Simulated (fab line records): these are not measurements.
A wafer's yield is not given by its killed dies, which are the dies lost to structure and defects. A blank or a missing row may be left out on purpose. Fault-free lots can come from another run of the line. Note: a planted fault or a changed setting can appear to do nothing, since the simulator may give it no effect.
Commonality check across tools -- flow nand-harc -- 1 lot, 3 wafers sampled

== REASON IT WAS OPENED ==
At NHARC_END_SORT_01 the reading killed-at-periphery is flagged on 1 of 1 lot. No-fault wafers: 3.1, standard deviation 2.3.
Rule: flag the lot when none of its wafers has a number, or when each of its wafers that has one lies beyond 4 standard deviations from that mean. The rest of the lots are taken to be sound.

lot,measured,on,"killed-at-periphery, wafer by wafer",flag
L816,day 19 12:20,prober-01,645 650 655,FLAGGED
On average the flagged lots read 650.0, which is +646.9 against the usual, or +99 or more standard deviations.

== WHICH TOOL RAN EACH LOT ==
3 process steps preceding the reading are held in the record, out of 1159 steps in the route. Read each cell as the tool, then ch plus the chambers that the sampled wafers visited, then the start.
lot,flag,NHARC_P_GATE_DESCUM_31,NHARC_P_GATE_EXPOSE_43,NHARC_P_GATE_STRIP_111
L816,FLAGGED,"rie-diel-02 ch 0,1,2, day 5 11:50","krf-scanner-02 ch 0, day 5 23:41","plasma-asher-02 ch 0,1, day 6 00:23"
What these steps do:
- NHARC_P_GATE_DESCUM_31: chemistry O2, time 3 s.
- NHARC_P_GATE_EXPOSE_43: exposes mask P NSD, target cd 720 nm.
- NHARC_P_GATE_STRIP_111: strips in N2/H2, time 250 s.
- NHARC_END_SORT_01

== FLAGGED AGAINST TOTAL, ONE TOOL AT A TIME (gauges that did the reading follow at the end) ==
step,tool,lots run,flagged,share of the flagged lots,sound lots run after its first flagged lot
NHARC_P_GATE_DESCUM_31,rie-diel-02,1,1,all,0
NHARC_P_GATE_EXPOSE_43,krf-scanner-02,1,1,all,0
NHARC_P_GATE_STRIP_111,plasma-asher-02,1,1,all,0
NHARC_END_SORT_01,prober-01,1,1,all,0

== THE TABLE: WHAT IT ALLOWS ==
4 rows of the table ran every flagged lot: rie-diel-02 at NHARC_P_GATE_DESCUM_31, krf-scanner-02 at NHARC_P_GATE_EXPOSE_43, plasma-asher-02 at NHARC_P_GATE_STRIP_111, prober-01 at NHARC_END_SORT_01.
- rie-diel-02 at NHARC_P_GATE_DESCUM_31: 1 of its 1 lot flagged. The start can't be narrowed down: in this sample, it ran no sound lot prior to its first flagged lot.
- krf-scanner-02 at NHARC_P_GATE_EXPOSE_43: 1 of its 1 lot flagged. The start can't be narrowed down: in this sample, it ran no sound lot prior to its first flagged lot.
- plasma-asher-02 at NHARC_P_GATE_STRIP_111: 1 of its 1 lot flagged. The start can't be narrowed down: in this sample, it ran no sound lot prior to its first flagged lot.
- prober-01 at NHARC_END_SORT_01: 1 of its 1 lot flagged. The start can't be narrowed down: in this sample, it ran no sound lot prior to its first flagged lot.
Because each of these 4 tools fits a fault that began at some hour, counting lots does not separate them. More lots, or a look at what each step does to the wafer, might.

== WHAT WAS PUT IN BY THE SIMULATOR ==
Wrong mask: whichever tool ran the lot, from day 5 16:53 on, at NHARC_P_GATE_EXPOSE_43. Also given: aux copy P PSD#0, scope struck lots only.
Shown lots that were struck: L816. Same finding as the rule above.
